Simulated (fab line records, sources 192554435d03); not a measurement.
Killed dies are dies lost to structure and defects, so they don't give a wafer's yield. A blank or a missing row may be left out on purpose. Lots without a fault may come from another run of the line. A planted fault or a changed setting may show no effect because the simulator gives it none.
A struck lot beside a sound one | flow n5_finfet | 41 steps out of a route of 1938
Sound: wafers L492.2, L492.3, L492.4. Struck: wafer L506.3. (L506.4, L506.5 of the same lot were not struck and are left out.) The cause comes at the end.
At each step with rows: each side's tool, then ch and its chambers, then its first start. Under that, the readings that differ: sound wafers | struck wafers | difference of the means | sigmas: that difference in standard deviations of wafers without a fault.
alike: readings whose means differ by less than 2 such deviations, and words and numbers that are the same on both sides. not compared: withheld readings, readings that some wafer has no value for, bounds like >300 that may hide the same value, and numbers for which the record gives no deviation and whose values overlap.
The two part at a step that has a row with sigmas, a row that says differs or no value, or rows on one side only. Numbers that don't overlap but have no deviation are shown without sigmas and don't part them. A reading that every wafer of one side lacks parts them only if that side has two wafers or more.

first, 2 steps without rows for these wafers: N5_BEOL_M1_PRE_CLEAN_45 (time 30 s); N5_BEOL_M1_ALD_84 (deposits TaN, pulse time 2 s, purge time 3 s, co reactant purge time 2 s).
N5_BEOL_M1_SURFACE_TREAT_85:
  sound on pvd_sputter-03, day 6 12:08; struck on pvd_sputter-01, day 10 23:53
  not compared: throttle_valve_pct
then, 2 steps without rows for these wafers: N5_BEOL_M1_CVD_47 (deposits Co from CCTBA/H2, target thk 3 nm, time 223.8 s); N5_BEOL_M1_SPUTTER_48 (material Cu, target thk 4.5 nm, time 8.29 s).
N5_BEOL_M1_ANNEAL_49: time 240 s.
  sound on pvd_sputter-01, day 6 12:40; struck on pvd_sputter-01, day 11 00:22
  alike: heater_power_w
then, 6 steps without rows for these wafers: N5_BEOL_M1_SPUTTER_79 (material Cu, target thk 4.5 nm, time 8.29 s); N5_BEOL_M1_ANNEAL_80 (time 240 s); N5_BEOL_M1_SPUTTER_81 (material Cu, target thk 4.5 nm, time 8.29 s); N5_BEOL_M1_ANNEAL_82 (time 240 s); N5_BEOL_M1_SPUTTER_86 (material Cu, target thk 4.5 nm, time 8.29 s); N5_BEOL_M1_ANNEAL_87 (time 240 s).
N5_BEOL_M1_SPUTTER_88: material Cu, target thk 4.5 nm, time 8.29 s.
  sound on pvd_sputter-01, day 6 13:28; struck on pvd_sputter-01, day 11 01:10
  alike: chuck_sensor_temp_C, substrate_temp_c, throttle_valve_pct
then, 1 step without rows for these wafers: N5_BEOL_M1_ANNEAL_89 (time 240 s).
N5_BEOL_M1_SPUTTER_90: material Cu, target thk 4.5 nm, time 8.29 s.
  sound on pvd_sputter-01, day 6 13:41; struck on pvd_sputter-01, day 11 01:23
  alike: chuck_sensor_temp_C, substrate_temp_c, throttle_valve_pct
then, 13 steps without rows for these wafers: N5_BEOL_M1_ANNEAL_91 (time 240 s); N5_BEOL_M1_SPUTTER_92 (material Cu, target thk 4.5 nm, time 8.29 s); N5_BEOL_M1_ANNEAL_93 (time 240 s); N5_BEOL_M1_SPUTTER_94 (material Cu, target thk 4.5 nm, time 8.29 s); N5_BEOL_M1_ANNEAL_95 (time 240 s); N5_BEOL_M1_SPUTTER_96 (material Cu, target thk 4.5 nm, time 8.29 s); N5_BEOL_M1_ECD_50 (material Cu, target thk 300 nm); N5_BEOL_M1_ANNEAL_51 (time 90 s); N5_BEOL_M1_CMP_52 (polishes, stops on SiOC, t overpolish 6.8 s, target thk 40 nm); N5_BEOL_M1_PRE_CLEAN_60 (time 15 s); N5_BEOL_M1_CO_CAP_55 (material Co, precursor CCTBA/H2, target thk 2 nm, time 102.1 s); N5_BEOL_M1_PRE_CLEAN_56 (time 15 s); N5_BEOL_M1_DEP_57 (deposits SiCN from 3MS/NH3, target thk 8 nm, time 14 s).
N5_BEOL_M1_RS_MEAS_58: measures by four-point-probe.
  sound on film_metro-01, day 6 15:37; struck on film_metro-02, day 11 03:05
  alike: M1_RS
N5_BEOL_M2_ILD_DEP_00: deposits SiOC from DEMS/O2, target thk 79 nm, time 15.3 s.
  sound on pecvd-03 ch 1,2, day 6 15:41; struck on pecvd-04 ch 2, day 11 03:09
  alike: heater_power_w, rf_fwd_power_W, showerhead_plenum_p_Torr, throttle_valve_pct
N5_BEOL_M2_THK_MEAS_01:
  sound on film_metro-02, day 6 15:44; struck on film_metro-02, day 11 03:13
  alike: M2_ILD_THK
then, 1 step without rows for these wafers: N5_BEOL_M2_PECVD_72 (deposits SiO2 from TEOS/O2, target thk 16 nm, time 18 s).
N5_BEOL_M2_HM_DEP_02: deposits TiN, target thk 20 nm.
  sound on pvd_sputter-02, day 6 17:36; struck on pvd_sputter-01, day 11 03:37
  alike: substrate_temp_c, throttle_valve_pct
then, 7 steps without rows for these wafers: N5_BEOL_M2_COAT_61 (time 60 s, resist thk 60 nm); N5_BEOL_M2_COAT_62 (time 60 s, resist thk 12 nm); N5_BEOL_M2_COAT_73 (time 60 s, resist thk 5 nm); N5_BEOL_M2_COAT_05 (resist thk 30 nm); N5_BEOL_M2_EBR_07; N5_BEOL_M2_SOFTBAKE_06 (time 60 s); N5_BEOL_M2_EXPOSE_08 (exposes mask M2).
-- the record jumps here: 8 days lie between the struck wafers' starts before and after (it left off in module BEOL_M2 and takes up again in module PASSIVATION, whose first step shown is number 1936 of the route) --
N5_PASSIVATION_PROBE_49:
  sound on prober-01, day 14 00:50; struck on prober-02, day 18 15:50
  reading                  | sound          | struck | difference | sigmas
  defect_limited_yield (%) | 90.2 90.3 91.2 | 86.1   | -4.5       | -3
  killed_at_M0_to_M3       | 43 56 39       | 103    | +57        | +5
  killed_dies              | 116 114 104    | 164    | +53        | +3
  killed_on_rim            | 16 9 14        | 27     | +14        | +4
  sort_bin_5_function (%)  | 6.1 5.4 4.9    | 7.7    | +2.2       | +3
  sort_n_pass              | 1064 1066 1076 | 1016   | -53        | -3
  sort_yield_pct (%)       | 90.2 90.3 91.2 | 86.1   | -4.5       | -3
  alike: killed_at_M4_up, killed_at_contacts, killed_at_front_end, killed_at_other, killed_open, killed_short, sort_bin_6_memory

WHERE THEY PART
Only at N5_PASSIVATION_PROBE_49, within this record.

WHY: what the simulator had put in
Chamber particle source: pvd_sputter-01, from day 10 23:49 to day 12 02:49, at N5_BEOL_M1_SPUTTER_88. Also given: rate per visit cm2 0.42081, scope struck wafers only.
